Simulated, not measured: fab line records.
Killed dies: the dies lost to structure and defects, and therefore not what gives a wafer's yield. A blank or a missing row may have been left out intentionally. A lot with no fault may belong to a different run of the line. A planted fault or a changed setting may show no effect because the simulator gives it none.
Which tool is to blame? -- flow nand harc -- Sampling: 11 lots, 33 wafers, 5 of 1159 route steps

== WHAT EACH GAUGE READ, for each wafer ==
NHARC_END_SORT_01.
lot,measured,on,killed at array
L486,day 23 04:03,prober-02,671 676 672
L489,day 23 03:17,prober-01,673 675 672

== WHICH TOOL RAN EACH LOT (tool, then ch and the chambers of the sampled wafers, then the start) ==
lot,NHARC_A_CONTACT_ETCH_126,NHARC_A_CONTACT_ETCH_130,NHARC_A_CONTACT_ETCH_91,NHARC_A_CONTACT_ETCH_97
L475,"har cap etch-02 ch 0,1, day 16 14:25","har cap etch-02 ch 0,1, day 16 14:59","rie diel-08 ch 0,1,2, day 16 15:58","rie diel-08 ch 1,2,3, no start"
L478,"har cap etch-01 ch 0,1, day 17 13:56","har cap etch-01 ch 0,1, day 17 14:31","rie diel-07 ch 1,2,3, day 17 15:29","rie diel-07 ch 0,1,3, no start"
L486,"har cap etch-03 ch 0,1, day 20 03:31","har cap etch-03 ch 0,1, day 20 04:05","rie diel-07 ch 0,2,3, day 20 05:21","rie diel-07 ch 0,2,3, day 20 05:32"
L489,"har cap etch-02 ch 0,1, day 20 04:35","har cap etch-02 ch 0,1, day 20 05:10","rie diel-13 ch 2,3, day 20 06:09","rie diel-13 ch 1,2, day 20 06:19"
L492,"har cap etch-01 ch 0, day 20 11:52","har cap etch-01 ch 0, day 20 12:26","rie diel-07 ch 0,2,3, day 20 14:44","rie diel-07 ch 1,2,3, no start"
L491,"har cap etch-03 ch 1, day 20 17:09","har cap etch-03 ch 1, day 20 17:43","rie diel-13 ch 0,2, day 20 18:43","rie diel-13 ch 2,3, no start"
L493,"har cap etch-02 ch 0,1, day 20 17:15","har cap etch-02 ch 0,1, day 20 17:49","rie diel-07 ch 0,2, day 20 18:47","rie diel-07 ch 0,2,3, no start"
L495,"har cap etch-02 ch 0,1, day 21 23:09","har cap etch-02 ch 0,1, day 21 23:43","rie diel-07 ch 1,2, day 22 00:41","rie diel-07 ch 0,1,2, no start"
L494,"har cap etch-03 ch 0,1, day 22 03:07","har cap etch-03 ch 0,1, day 22 03:41","rie diel-08 ch 0,1,3, day 22 04:43","rie diel-08 ch 2,3, no start"
L497,"har cap etch-02 ch 0,1, day 22 07:32","har cap etch-02 ch 0,1, day 22 08:07","rie diel-13 ch 0,1, day 22 09:06","rie diel-13 ch 2,3, no start"
L498,"har cap etch-03 ch 0,1, day 22 08:57","har cap etch-03 ch 0,1, day 22 09:31","rie diel-07 ch 1,2, day 22 10:28","rie diel-07 ch 2,3, no start"
- NHARC_A_CONTACT_ETCH_126: etches the open film in C4F8/O2/Ar, time 155 s, target depth 956 nm.
- NHARC_A_CONTACT_ETCH_130: etches the open film in C4F8/O2/Ar, time 155 s, target depth 956 nm.
- NHARC_A_CONTACT_ETCH_91: etches the open film in CH3F/O2, target depth 40 nm, time 85.7 s.
- NHARC_A_CONTACT_ETCH_97: etches the open film in C4F6/O2, target depth 20 nm, time 10 s.

== THE ANSWER, worked out from the rows above alone ==
Rule: usual is defined by the lots themselves. Put in order of their means at a reading, lots are off if they are a third of the lots or fewer, leave a main group of 4 or more, and stand apart from it by a gap of 3 or more times the standard deviation of the main group's means; of several such gaps the widest counts. If all means in a main group match to the digits the tables above print for the reading, that group is not used. A lot without any number at a reading at which 4 lots or more have one is off too. Where the step has rows for the other lots, those lots are counted as sound.
Nothing can be told from this: no lot is off at any reading shown.

== WHAT THE SIMULATOR PUT IN ==
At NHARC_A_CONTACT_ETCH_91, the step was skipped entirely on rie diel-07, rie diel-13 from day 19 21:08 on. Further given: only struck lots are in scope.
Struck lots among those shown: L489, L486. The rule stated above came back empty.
